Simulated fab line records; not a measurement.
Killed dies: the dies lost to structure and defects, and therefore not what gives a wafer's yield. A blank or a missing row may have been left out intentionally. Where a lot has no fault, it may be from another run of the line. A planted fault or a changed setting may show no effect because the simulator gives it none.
Chamber matching / flow n5_finfet / 4 sister chambers for N5_BEOL_M2_STRIP_66 on rie_diel-05
The step strips in CF4. 14 wafers are shown with their chamber, then 7 later ones without.

WAFERS, EACH WITH ITS CHAMBER
wafer=L077.1; chamber=1; showerhead_plenum_p_Torr (Torr)=1.78; drypump_motor_current_A (A)=6.2; throttle_valve_pct (%)=13.73
wafer=L077.4; chamber=2; showerhead_plenum_p_Torr (Torr)=1.84; drypump_motor_current_A (A)=5.3; throttle_valve_pct (%)=13.65
wafer=L077.5; chamber=3; showerhead_plenum_p_Torr (Torr)=1.71; drypump_motor_current_A (A)=5.5; throttle_valve_pct (%)=13.58
wafer=L082.2; chamber=2; showerhead_plenum_p_Torr (Torr)=1.83; drypump_motor_current_A (A)=5.3; throttle_valve_pct (%)=13.71
wafer=L082.4; chamber=1; showerhead_plenum_p_Torr (Torr)=1.78; drypump_motor_current_A (A)=6.2; throttle_valve_pct (%)=13.74
wafer=L082.5; chamber=2; showerhead_plenum_p_Torr (Torr)=1.83; drypump_motor_current_A (A)=5.3; throttle_valve_pct (%)=13.69
wafer=L083.2; chamber=1; showerhead_plenum_p_Torr (Torr)=1.78; drypump_motor_current_A (A)=6.1; throttle_valve_pct (%)=13.74
wafer=L083.5; chamber=1; showerhead_plenum_p_Torr (Torr)=1.78; drypump_motor_current_A (A)=6.2; throttle_valve_pct (%)=13.73
wafer=L083.6; chamber=2; showerhead_plenum_p_Torr (Torr)=1.83; drypump_motor_current_A (A)=5.3; throttle_valve_pct (%)=13.70
wafer=L088.1; chamber=1; showerhead_plenum_p_Torr (Torr)=1.77; drypump_motor_current_A (A)=6.2; throttle_valve_pct (%)=13.76
wafer=L088.2; chamber=0; showerhead_plenum_p_Torr (Torr)=1.69; drypump_motor_current_A (A)=5.1; throttle_valve_pct (%)=13.43
wafer=L088.6; chamber=1; showerhead_plenum_p_Torr (Torr)=1.77; drypump_motor_current_A (A)=6.2; throttle_valve_pct (%)=13.78
wafer=L090.1; chamber=0; showerhead_plenum_p_Torr (Torr)=1.69; drypump_motor_current_A (A)=5.2; throttle_valve_pct (%)=13.46
wafer=L090.3; chamber=2; showerhead_plenum_p_Torr (Torr)=1.83; drypump_motor_current_A (A)=5.3; throttle_valve_pct (%)=13.72

SIGNATURES (means of the wafers above)
reading=showerhead_plenum_p_Torr; chamber 0=1.6900; chamber 1=1.7767; chamber 2=1.8320; chamber 3=1.7100; scatter within a chamber=0.00462
reading=drypump_motor_current_A; chamber 0=5.150; chamber 1=6.183; chamber 2=5.300; chamber 3=5.500; scatter within a chamber=0.0365
reading=throttle_valve_pct; chamber 0=13.4450; chamber 1=13.7467; chamber 2=13.6940; chamber 3=13.5800; scatter within a chamber=0.023
Rule: for each reading, subtract the chamber's mean from the wafer's reading, divide by that reading's scatter and square the result; add these up over the readings and take the root, which gives the wafer's distance from the chamber. If the next closest chamber is less than 2 further off than the closest, the wafer can't be placed; otherwise it belongs to the closest. The scatter: the root of (the sum of the squares of (reading less its chamber's mean) over the shown wafers, divided by (wafers less chambers)).

WAFERS WITHOUT THEIR CHAMBER
wafer=L090.5; showerhead_plenum_p_Torr (Torr)=1.77; drypump_motor_current_A (A)=6.2; throttle_valve_pct (%)=13.78
wafer=L094.4; showerhead_plenum_p_Torr (Torr)=1.82; drypump_motor_current_A (A)=5.2; throttle_valve_pct (%)=13.74
wafer=L094.5; showerhead_plenum_p_Torr (Torr)=1.82; drypump_motor_current_A (A)=5.3; throttle_valve_pct (%)=13.74
wafer=L094.6; showerhead_plenum_p_Torr (Torr)=1.92; drypump_motor_current_A (A)=5.5; throttle_valve_pct (%)=13.06
wafer=L096.2; showerhead_plenum_p_Torr (Torr)=1.69; drypump_motor_current_A (A)=5.1; throttle_valve_pct (%)=13.46
wafer=L096.3; showerhead_plenum_p_Torr (Torr)=1.91; drypump_motor_current_A (A)=5.5; throttle_valve_pct (%)=13.08
wafer=L096.4; showerhead_plenum_p_Torr (Torr)=1.91; drypump_motor_current_A (A)=5.4; throttle_valve_pct (%)=13.08

EACH ONE'S CHAMBER
wafer=L090.5; from the rows above=1; in truth=1
wafer=L094.4; from the rows above=2; in truth=2
wafer=L094.5; from the rows above=2; in truth=2
wafer=L094.6; from the rows above=2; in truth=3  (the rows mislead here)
wafer=L096.2; from the rows above=0; in truth=0
wafer=L096.3; from the rows above=2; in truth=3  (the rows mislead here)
wafer=L096.4; from the rows above=2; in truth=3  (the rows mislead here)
4 of 7 placed correctly. Number that these rows cannot place: 0. Placed wrongly: 3.
